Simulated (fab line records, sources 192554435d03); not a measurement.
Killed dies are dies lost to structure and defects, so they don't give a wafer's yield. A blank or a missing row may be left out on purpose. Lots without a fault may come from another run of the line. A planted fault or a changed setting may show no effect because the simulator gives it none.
fab line records | flow n5_finfet
record lots=7 wafers=39
route steps=1938 shown BEOL_M6@1212 BEOL_M9@1401 BEOL_M13@1713
start_h: hours from the record's first day to the start of the lot's first wafer shown | wait_h: hours since the lot's step before | " the same as in the row above | L1.1+2: a row that stands for several wafers | - no value, or no start given | * or withheld: withheld | < > ~ a bound
route shown NAME@n: a module of which the file shows steps, and the number in the route of the first | usual: mean/standard deviation of fault-free wafers | same: alike in all rows | chamber/n: place in a boat | sites: the reading at each site | _std_site: their standard deviation | _edge_site: outer sites' mean less inner sites' | radius_mm: how far each site lies from the wafer's centre | mask NAME#n: copy n | behind: the tool/chamber that last shaped the wafer | hold: why the lot was held/for how many hours/how that ended | device: the transistor (n, p or np) that didn't switch | end of line: the same wafers' tests at the end of the route | a step without rows: its recipe alone | killed: dies lost to structure and defects at the first sort, not the wafer's yield | map: a wafer's dies, x killed, . not, _ none there
set.NAME: the setting as run; set.NAME@STEP: as run at that earlier step | model.NAME: the simulator's own value behind a step, which no gauge read
lots whose settings were changed on purpose; a table a step, a row a wafer
## steps
# step N5_BEOL_M6_ETCH_62
# recipe chemistry=N2/H2 target=SOC target_depth_a=1100 overetch_a=220 mask_material=SiARC temp_c=40 time_s=165 ion_energy_ev=200 pressure_mtorr=30 source_w=840 bias_w=150 n2_flow_sccm=200 h2_flow_sccm=200
# columns lot.wafer tool chamber start_h wait_h set.time_s model.SiARC_of_BEOL_M6_COAT_60.thk_nm model.BEOL_M6.cd_offset_nm
L082.1 rie_diel-01 1 255.15 0.0 165 28.4 0
L082.2 " 3 " " 165 28.2 0
L082.3 " 0 " " 165 28.2 0.2
L082.4 " 0 " " 219.7 25.8 0.8
L082.5 " 1 " " 219.7 26.2 1
L082.6 " 3 " " 219.7 26 0.6
L087.1 rie_diel-04 0 287.10 0.0 165 28.2 0.8
L087.2 " 1 " " 165 28 0.6
L087.3 " 2 " " 165 28.2 0.6
L087.4 " 3 " " 165 28.2 0.2
L087.5+6 " 2,3 " " 165 28.2 0.4
L088.1 rie_diel-04 2 291.06 0.0 165 28.6 0.8
L088.3 " 1 " " 165 28.4 0.6
L088.6 " 0 " " 165 28.4 0
L091.1+4 rie_diel-05 1,3 317.70 0.0 165 28.6 -0.4
L091.2 " 2 " " 165 28.6 -0.6
L091.3 " 0 " " 115.4 30.6 -0.8
L091.5 " 2 " " 115.4 30.6 -1.2
L091.6 " 3 " " 115.4 30.4 -1.6
L094.1 rie_diel-01 3 320.79 0.0 165 28.2 -0.6
L094.2 " 2 " " 165 28.4 0
L094.3 " 1 " " 230.7 25.8 1.4
L094.4 " 0 " " 230.7 25.4 1.8
L094.5 " 0 " " 165 28.4 0.6
L094.6 " 3 " " 230.7 25.6 1.4
L093.1 rie_diel-05 1 321.15 0.0 250 25 2
L093.2 " 0 " " 165 28.2 0.6
L093.3+6 " 2,1 " " 165 28.4 0.2
L093.4+5 " 3,2 " " 250 25 1.6
L096.1+3+6 rie_diel-05 3,1,2 321.41 0.0 211.8 26.6 0.8
L096.2 " 2 " " 165 28.6 0.2
L096.4 " 0 " " 165 28.4 0.4
L096.5 " 1 " " 165 28.6 -0.2
# step N5_BEOL_M6_STRIP_68
# recipe chemistry=N2/H2 temp_c=40 n2_flow_sccm=200 h2_flow_sccm=200 rf_frequency_hz=6e+07
# step N5_BEOL_M6_STRIP_67
# recipe chemistry=CF4 resist=SiARC power_w=300 bias_power_w=75 pressure_mtorr=50 cf4_flow_sccm=150 rf_frequency_hz=6e+07
# step N5_BEOL_M6_HM_OPEN_17
# recipe chemistry=Cl2/BCl3 target_depth_a=200 overetch_a=60 target=TiN mask_material=SOC ion_energy_ev=150 pressure_mtorr=10 icp_w=1000 bias_w=126 Cl2_flow_sccm=53.25 bcl3_flow_sccm=21.75 Ar_flow_sccm=25
# columns lot.wafer tool chamber start_h wait_h set.time_s@BEOL_M6_ETCH_62 model.etch.depth_nm model.BEOL_M6.cd_offset_nm
L082.1 rie_metal-03 1 255.33 0.0 165 20.2 0
L082.2 " 0 " " 165 20.3 0
L082.3 " 0 " " 165 20.22 0.2
L082.4 " 1 " " 219.7 14.7 0.8
L082.5 " 1 " " 219.7 14.94 1
L082.6 " 0 " " 219.7 14.98 0.8
L087.1 rie_metal-02 0 287.28 0.0 165 19.97 0.8
L087.2 " 1 " " 165 19.82 0.6
L087.3 " 1 " " 165 20.03 0.6
L087.4 " 0 " " 165 19.93 0.2
L087.5 " 1 " " 165 19.81 0.4
L087.6 " 0 " " 165 20 0.4
L088.1 rie_metal-01 1 291.25 0.0 165 19.88 1
L088.3 " 0 " " 165 19.92 0.6
L088.6 " 0 " " 165 20.04 0
L091.1 rie_metal-01 1 317.89 0.0 165 19.74 -0.4
L091.2 " 0 " " 165 19.87 -0.6
L091.3 " 1 " " 115.4 19.97 -0.8
L091.4 " 0 " " 165 20.06 -0.4
L091.5 " 0 " " 115.4 19.75 -1.2
L091.6 " 1 " " 115.4 19.83 -1.6
L094.1 rie_metal-02 0 320.98 0.0 165 20.2 -0.4
L094.2 " 1 " " 165 20.24 0.2
L094.3 " 0 " " 230.7 13.77 1.6
L094.4 " 1 " " 230.7 13.59 1.8
L094.5 " 0 " " 165 19.95 0.6
L094.6 " 1 " " 230.7 13.66 1.4
L093.1 rie_metal-01 0 321.34 0.0 250 12.23 2.2
L093.2 " 1 " " 165 20.3 0.8
L093.3 " 0 " " 165 20.31 0.2
L093.4 " 1 " " 250 12.07 1.6
L093.5 " 0 " " 250 12.16 1.8
L093.6 " 1 " " 165 20.11 0.2
L096.1 rie_metal-01 0 321.60 0.0 211.8 15.84 0.8
L096.2 " 1 " " 165 20.02 0.2
L096.3 " 1 " " 211.8 15.79 1
L096.4 " 0 " " 165 20.36 0.4
L096.5 " 0 " " 165 20.3 -0.2
L096.6 " 1 " " 211.8 15.89 1
# step N5_BEOL_M6_STRIP_19
# recipe chemistry=O2 power_w=400 temp_c=40 pressure_mtorr=30 rf_frequency_hz=6e+07 bias_power_w=0 overash_fraction=0.2 o2_flow_sccm=225
# step N5_BEOL_M6_PRECLEAN_42
# recipe chemistry=residue_remover time_s=60 temp_c=40
# step N5_BEOL_M6_SRD_43
# recipe time_s=30 temp_c=23 rinse_liquid=diw dry=ipa_marangoni
# step N5_BEOL_M6_CD_MEAS_35
# recipe target_cd_nm=40 target_cd_y_nm=28 polarity=opening
# usual cd_nm=40.1/0.45
# columns lot.wafer tool chamber start_h wait_h set.time_s@BEOL_M6_ETCH_62 cd_nm
L082.1 cd_sem-02 - 258.09 0.0 165 39.8
L082.2 " - " " 165 39.8
L082.3 " - " " 165 40.2
L082.4 " - " " 219.7 41.1
L082.5 " - " " 219.7 41.0
L082.6 " - " " 219.7 41.3
L087.1 cd_sem-03 - 290.23 0.0 165 40.7
L087.2 " - " " 165 40.9
L087.3 " - " " 165 41.0
L087.4 " - " " 165 40.5
L087.5 " - " " 165 40.6
L087.6 " - " " 165 40.0
L088.1 cd_sem-03 - 294.96 0.0 165 40.9
L088.3 " - " " 165 40.6
L088.6 " - " " 165 40.3
L091.1 cd_sem-01 - 320.32 0.0 165 39.5
L091.2 " - " " 165 39.3
L091.3 " - " " 115.4 -
L091.4 " - " " 165 39.7
L091.5 " - " " 115.4 -
L091.6 " - " " 115.4 -
L094.1 cd_sem-01 - 324.48 0.0 165 39.8
L094.2 " - " " 165 40.0
L094.3 " - " " 230.7 42.4
L094.4 " - " " 230.7 42.1
L094.5 " - " " 165 40.5
L094.6 " - " " 230.7 41.7
L093.1 cd_sem-02 - 324.54 0.0 250 42.4
L093.2 " - " " 165 40.9
L093.3 " - " " 165 40.4
L093.4 " - " " 250 41.7
L093.5 " - " " 250 42.0
L093.6 " - " " 165 40.2
L096.1 cd_sem-02 - 324.64 0.0 211.8 40.7
L096.2 " - " " 165 40.3
L096.3 " - " " 211.8 41.2
L096.4 " - " " 165 40.8
L096.5 " - " " 165 40.5
L096.6 " - " " 211.8 41.2
# step N5_BEOL_M9_ILD_DEP_00
# recipe material=SiCOH_lowk target_thk_a=3085.1 temp_c=300 precursor=DEMS/porogen pressure_torr=5 rf_w=500 time_s=58
# columns lot.wafer tool chamber start_h wait_h set.time_s model.SiCOH_lowk_of_BEOL_M9_ILD_DEP_00.thk_nm
L082.1 pecvd-03 0 279.74 0.0 58 307.8
L082.2 " 1 " " 70.85 377.4
L082.3 " 2 " " 70.85 376.4
L082.4 " 0 " " 58 313.2
L082.5 " 2 " " 70.85 383.2
L082.6 " 1 " " 58 317.4
L087.1 pecvd-02 0 313.38 0.0 58 303.8
L087.2 " 2 " " 85.34 446.8
L087.3 " 1 " " 85.34 447
L087.4 " 1 " " 85.34 452
L087.5 " 2 " " 58 306.8
L087.6 " 0 " " 58 307.6
L088.1 pecvd-02 0 324.42 0.0 58 304.6
L088.3 " 1 " " 58 305.2
L088.6 " 1 " " 58 309.4
L091.1 pecvd-03 1 337.64 0.0 79.52 420.2
L091.2 " 0 " " 58 305
L091.3+4 " 1,0 " " 79.52 424.2
L091.5 " 1 " " 58 315.6
L091.6 " 0 " " 58 308.2
L094.1 pecvd-02 2 345.14 0.0 36.71 197.4
L094.2 " 1 " " 36.71 193.8
L094.3 " 0 " " 58 307
L094.4 " 0 " " 36.71 199.6
L094.5 " 1 " " 58 313.2
L094.6 " 2 " " 58 312.8
L096.1 pecvd-01 1 345.69 0.0 79.85 418.8
L096.2 " 0 " " 79.85 419.8
L096.3 " 2 " " 58 312
L096.4 " 0 " " 58 312.6
L096.5 " 2 " " 79.85 426.2
L096.6 " 1 " " 58 311.8
L093.1 pecvd-02 2 346.62 0.0 58 306
L093.2 " 1 " " 58 307.4
L093.3 " 0 " " 58 306.2
L093.4 " 0 " " 58 310
L093.5 " 1 " " 58 311
L093.6 " 2 " " 58 311.2
# step N5_BEOL_M9_CURE_71
# recipe temp_c=385 time_s=240 ambient=He/Ar material=SiCOH_lowk
# columns lot.wafer tool chamber start_h wait_h set.time_s@BEOL_M9_ILD_DEP_00 model.SiCOH_lowk_of_BEOL_M9_ILD_DEP_00.thk_nm
L082.1 uv_cure-03 0 279.82 0.0 58 267.4
L082.2 " 0 " " 70.85 329.2
L082.3 " 0 " " 70.85 328.2
L082.4 " 0 " " 58 272.2
L082.5 " 0 " " 70.85 334.2
L082.6 " 0 " " 58 275.8
L087.1 uv_cure-03 2 313.46 0.0 58 263.8
L087.2 " 2 " " 85.34 391
L087.3 " 2 " " 85.34 391.2
L087.4 " 2 " " 85.34 395.8
L087.5 " 2 " " 58 266.4
L087.6 " 2 " " 58 267.2
L088.1 uv_cure-01 1 324.55 0.1 58 264.4
L088.3 " 1 " " 58 265
L088.6 " 1 " " 58 268.8
L091.1 uv_cure-02 0 337.75 0.1 79.52 367.2
L091.2 " 0 " " 58 265
L091.3+4 " 0 " " 79.52 370.8
L091.5 " 0 " " 58 274.4
L091.6 " 0 " " 58 267.8
L094.1 uv_cure-03 1 345.22 0.0 36.71 170.4
L094.2 " 1 " " 36.71 167.2
L094.3 " 1 " " 58 266.6
L094.4 " 1 " " 36.71 172.2
L094.5 " 1 " " 58 272.2
L094.6 " 1 " " 58 271.8
L096.1 uv_cure-03 1 345.76 0.0 79.85 366.2
L096.2 " 1 " " 79.85 366.8
L096.3 " 1 " " 58 271
L096.4 " 1 " " 58 271.6
L096.5 " 1 " " 79.85 372.8
L096.6 " 1 " " 58 270.8
L093.1 uv_cure-01 0 346.70 0.0 58 265.8
L093.2 " 0 " " 58 267
L093.3 " 0 " " 58 266
L093.4 " 0 " " 58 269.4
L093.5 " 0 " " 58 270.2
L093.6 " 0 " " 58 270.4
# step N5_BEOL_M9_THK_MEAS_01
# recipe reads=SiCOH_lowk_of_BEOL_M9_ILD_DEP_00
# usual M9_ILD_THK=268/3.2
# columns lot.wafer tool chamber start_h wait_h set.time_s@BEOL_M9_ILD_DEP_00 M9_ILD_THK[nm]
L082.1 film_metro-01 - 280.81 0.8 58 267
L082.2 " - " " 70.85 329
L082.3 " - " " 70.85 328
L082.4 " - " " 58 272
L082.5 " - " " 70.85 334
L082.6 " - " " 58 276
L087.1 film_metro-01 - 313.97 0.4 58 264
L087.2 " - " " 85.34 391
L087.3 " - " " 85.34 391
L087.4 " - " " 85.34 396
L087.5 " - " " 58 266
L087.6 " - " " 58 267
L088.1 film_metro-02 - 325.06 0.4 58 264
L088.3 " - " " 58 265
L088.6 " - " " 58 268
L091.1 film_metro-01 - 338.26 0.4 79.52 367
L091.2 " - " " 58 265
L091.3 " - " " 79.52 371
L091.4 " - " " 79.52 371
L091.5 " - " " 58 274
L091.6 " - " " 58 268
L094.1 film_metro-02 - 345.73 0.4 36.71 170
L094.2 " - " " 36.71 167
L094.3 " - " " 58 267
L094.4 " - " " 36.71 172
L094.5 " - " " 58 272
L094.6 " - " " 58 272
L096.1 film_metro-01 - 346.28 0.4 79.85 366
L096.2 " - " " 79.85 367
L096.3 " - " " 58 271
L096.4 " - " " 58 272
L096.5 " - " " 79.85 373
L096.6 " - " " 58 271
L093.1 film_metro-01 - 347.21 0.4 58 266
L093.2 " - " " 58 267
L093.3 " - " " 58 266
L093.4 " - " " 58 269
L093.5 " - " " 58 270
L093.6 " - " " 58 271
# step N5_BEOL_M13_DEP_53
# recipe material=SiCN target_thk_a=500 temp_c=withheld precursor=3MS/NH3 pressure_torr=3 rf_w=675 time_s=17.8
# columns lot.wafer tool chamber start_h wait_h set.time_s model.SiCN_of_BEOL_M13_DEP_53.thk_nm
L082.1 pecvd-01 2 322.90 0.0 17.8 49.6
L082.2 " 1 " " 17.8 49.8
L082.3 " 0 " " 9.909 28.4
L082.4 " 0 " " 17.8 50
L082.5 " 1 " " 9.909 28.6
L082.6 " 2 " " 9.909 28.8
L087.1 pecvd-02 0 349.24 0.0 11.17 32
L087.2+4 " 2 " " 11.17 32.2
L087.3 " 1 " " 17.8 49.8
L087.5 " 0 " " 17.8 50.8
L087.6 " 1 " " 17.8 51
L088.1 pecvd-02 1 371.43 0.0 17.8 50
L088.3 " 2 " " 17.8 49.6
L088.6 " 2 " " 17.8 50.2
L091.1 pecvd-01 1 376.66 0.0 20.68 56.8
L091.2 " 2 " " 17.8 50.2
L091.3 " 0 " " 17.8 49.2
L091.4 " 1 " " 20.68 58.2
L091.5 " 2 " " 20.68 58.6
L091.6 " 0 " " 17.8 50.4
L096.1 pecvd-02 0 385.18 0.0 28.37 78.2
L096.2+4 " 2 " " 17.8 50
L096.3 " 1 " " 28.37 78.4
L096.5 " 1 " " 28.37 79.6
L096.6 " 0 " " 17.8 50.4
L094.1 pecvd-03 0 386.19 0.0 22.86 63.2
L094.2 " 2 " " 17.8 49.6
L094.3 " 2 " " 22.86 64.2
L094.4 " 0 " " 17.8 50.4
L094.5 " 2 " " 17.8 50.2
L094.6 " 0 " " 22.86 63.8
L093.1 pecvd-01 2 388.41 0.0 17.8 49.4
L093.2 " 1 " " 17.8 49.2
L093.3 " 0 " " 27.42 75.2
L093.4+6 " 1,0 " " 27.42 76.6
L093.5 " 2 " " 17.8 50.2
## key
split step=N5_BEOL_M6_ETCH_62 setting=time_s stated=165 by=wafer
response step=N5_BEOL_M6_ETCH_62 reading=model.SiARC_of_BEOL_M6_COAT_60.thk_nm change=-0.0665 per=1% r=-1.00
response step=N5_BEOL_M6_ETCH_62 reading=model.BEOL_M6.cd_offset_nm change=+0.0282 per=1% r=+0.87
response step=N5_BEOL_M6_HM_OPEN_17 reading=model.etch.depth_nm shape=bent at_lowest=19.85 at_stated=20.07 at_highest=12.15
response step=N5_BEOL_M6_HM_OPEN_17 reading=model.BEOL_M6.cd_offset_nm change=+0.0291 per=1% r=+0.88
response step=N5_BEOL_M6_CD_MEAS_35 reading=cd_nm change=+0.0344 per=1% r=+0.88
split step=N5_BEOL_M9_ILD_DEP_00 setting=time_s stated=58 by=wafer
response step=N5_BEOL_M9_ILD_DEP_00 reading=model.SiCOH_lowk_of_BEOL_M9_ILD_DEP_00.thk_nm change=+3.02 per=1% r=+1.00
response step=N5_BEOL_M9_CURE_71 reading=model.SiCOH_lowk_of_BEOL_M9_ILD_DEP_00.thk_nm change=+2.68 per=1% r=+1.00
response step=N5_BEOL_M9_THK_MEAS_01 reading=M9_ILD_THK change=+2.68 per=1% r=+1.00
split step=N5_BEOL_M13_DEP_53 setting=time_s stated=17.8 by=wafer
response step=N5_BEOL_M13_DEP_53 reading=model.SiCN_of_BEOL_M13_DEP_53.thk_nm change=+0.485 per=1% r=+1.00
